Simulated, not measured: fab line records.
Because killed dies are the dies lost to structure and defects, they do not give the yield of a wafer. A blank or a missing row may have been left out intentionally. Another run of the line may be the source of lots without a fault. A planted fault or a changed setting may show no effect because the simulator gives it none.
Struck lot and sound lot, side by side -- flow nand_harc -- 17 out of 1302 route steps
Sound: these wafers, L286.1, L286.2, L286.4. Struck: wafers L271.1, L271.3, L271.4. The cause is given at the end.
At each step with rows: each side's tool, then ch and its chambers, then its first start. Under that, the readings that differ: sound wafers -- struck wafers -- difference of the means -- sigmas: that difference in standard deviations of wafers without a fault.
alike: readings whose means differ by less than 2 such deviations, and words and numbers that are the same on both sides. not compared: withheld readings, readings that some wafer has no value for, bounds like >300 that may hide the same value, and numbers for which the record gives no deviation and whose values overlap.
Wherever a step has rows on one side only, a row that says differs or no value, or a row with sigmas, the two part there. Non-overlapping numbers with no deviation appear without sigmas and do not part them. A reading missing from all wafers of one side parts the sides only when that side holds two or more wafers.

NHARC_P_M2_INSPECT_11:
  sound on defect_inspect-02 at day 13 05:57; struck on defect_inspect-01 at day 7 05:23
reading,sound,struck,difference,sigmas
raw_defect_count,5 4 4,12 11 13,+8,+3
NHARC_P_M2_DESCUM_14: chemistry O2, time 3 s.
  sound on rie_diel-03 ch 1,2,3, day 13 06:01; struck on rie_diel-05 ch 1,2,3, day 7 05:26
reading,sound,struck,difference,sigmas
rf_hours_counter_h (h),0 0 0,5 5 5,+5,
  alike: chamber_pressure_mTorr, drypump_motor_current_A, oes_product_au, rf_vpp_V, showerhead_plenum_p_Torr, throttle_valve_pct
then, 2 steps without rows for these wafers: NHARC_P_M2_ETCH_35 (etches the open film in N2/H2, target depth 40 nm, overetch 12 nm, time 43.94 s); NHARC_P_M2_ETCH_15 (etches the open film in C4F8/Ar, target depth 182.5 nm, time 91.2 s).
NHARC_P_M2_CD_MEAS_16:
  sound on cd_sem-02 at day 13 06:19; struck on cd_sem-03 at day 7 05:44
  alike: cd_nm
NHARC_P_M2_STRIP_18: strips in N2/H2.
  sound on rie_diel-04 ch 0,1,2, day 13 06:25; struck on rie_diel-03 ch 0,1,3, day 7 05:50
reading,sound,struck,difference,sigmas
rf_hours_counter_h (h),6 6 7,2 1 1,-5,
throttle_valve_pct (%),14.172 14.180 14.187,14.160 14.161 14.157,-0.020,-2
  alike: chamber_pressure_mTorr, drypump_motor_current_A, h2_flow_sccm, oes_product_au, power_w, rf_vpp_V, showerhead_plenum_p_Torr
then, 2 steps without rows for these wafers: NHARC_P_M2_ETCH_28 (etches the open film in CF4/N2, target depth 30 nm, time 72.99 s); NHARC_P_M2_STRIP_19 (strips in post etch residue remover, time 600 s).
NHARC_P_M2_DEGAS_29: time 60 s.
  sound on pvd_sputter-01 at day 13 07:04; struck on pvd_sputter-02 at day 7 06:28
  alike: heater_power_w
NHARC_P_M2_PRE_CLEAN_30: time 30 s.
  sound on pvd_sputter-01; struck on pvd_sputter-02
  alike: heater_power_w
NHARC_P_M2_PVD_20: deposits TaN, target thk 5 nm, time 8.06 s.
  sound on pvd_sputter-01; struck on pvd_sputter-02
  alike: throttle_valve_pct
then, 1 step without rows for these wafers: NHARC_P_M2_PVD_21 (deposits Cu, target thk 30 nm, time 20.49 s).
NHARC_P_M2_ECD_22: material Cu, target thk 400 nm.
  sound on ecd_cu-01 ch 0,1, day 13 07:26; struck on ecd_cu-01 ch 0,1, day 7 07:21
then, 1 step without rows for these wafers: NHARC_P_M2_ANNEAL_31 (time 90 s).
NHARC_P_M2_CMP_23: polishes, t overpolish 20 s, target thk 144.3 nm.
  sound on cmp-01 ch 0,2,3, day 13 08:09; struck on cmp-01 ch 0,2,3, day 7 08:09
reading,sound,struck,difference,sigmas
time_to_endpoint_s (s),26 33 28,53 51 59,+25,+7
  alike: motor_current_A
NHARC_P_M2_THK_MEAS_24: measures by xrf.
  sound on film_metro-02 at day 13 08:28; struck on film_metro-01 at day 7 08:28
  alike: thk_nm
-- the record jumps here: 18 days lie between the struck wafers' starts before and after (it left off in module P_M2 and takes up again in module END, whose first step shown is number 1302 of the route) --
NHARC_END_SORT_01:
  the record has rows for the struck wafers here (prober-01 ch 0, day 25 01:38) and none for the sound ones

== WHERE THEY PART ==
At NHARC_P_M2_INSPECT_11 first; at NHARC_END_SORT_01 last (within this record only).

WHY: whatever the simulator had introduced
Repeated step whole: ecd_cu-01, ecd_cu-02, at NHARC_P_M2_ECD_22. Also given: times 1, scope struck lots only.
